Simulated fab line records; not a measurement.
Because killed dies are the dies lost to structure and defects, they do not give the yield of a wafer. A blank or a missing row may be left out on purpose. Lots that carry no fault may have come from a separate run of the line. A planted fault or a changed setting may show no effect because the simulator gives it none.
Chamber matching + flow n5-finfet + N5_BEOL_M0_SAQP_PECVD_00 on pecvd-01 has 3 sister chambers
The step deposits SiCN from 3MS/NH3, target thk 8 nm, time 14 s. 3 wafers are shown with their chamber, then 7 later ones without.

== WAFERS WITH THEIR CHAMBER ==
| wafer  | chamber | throttle-valve-pct (%) |
|--------|---------|------------------------|
| L083.4 | 1       | 9.5                    |
| L086.1 | 0       | 8.7                    |
| L086.2 | 2       | 8.2                    |

== WAFERS MISSING THEIR CHAMBER ==
| wafer  | throttle-valve-pct (%) |
|--------|------------------------|
| L086.3 | 9.6                    |
| L087.1 | 8.4                    |
| L087.4 | 9.0                    |
| L087.5 | 9.8                    |
| L094.3 | 9.0                    |
| L094.4 | 8.7                    |
| L094.5 | 9.5                    |

== EACH ONE'S CHAMBER ==
| wafer  | from the rows above     | in truth |
|--------|-------------------------|----------|
| L086.3 | 1                       | 1        |
| L087.1 | can't be placed: 2 or 0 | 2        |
| L087.4 | can't be placed: 0 or 1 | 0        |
| L087.5 | 1                       | 1        |
| L094.3 | can't be placed: 0 or 1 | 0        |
| L094.4 | 0                       | 0        |
| L094.5 | 1                       | 1        |
Placed correctly: 4 of 7. From these rows, 3 cannot be placed; in 3 the true chamber is one of the candidates. Number placed wrongly: 0.
How it was worked out, from the rows above alone: a wafer's distance from a chamber is the root of the sum, over the readings, of the square of ((its reading less the chamber's mean) divided by the reading's scatter). The wafer belongs to the nearest chamber; if the next one is less than 2 further off, it can't be placed. Each chamber's mean is taken over the wafers shown for it. The scatter (one wafer shown for each chamber): square how far every hidden wafer sits from the nearest shown wafer, average those squares and take the square root.
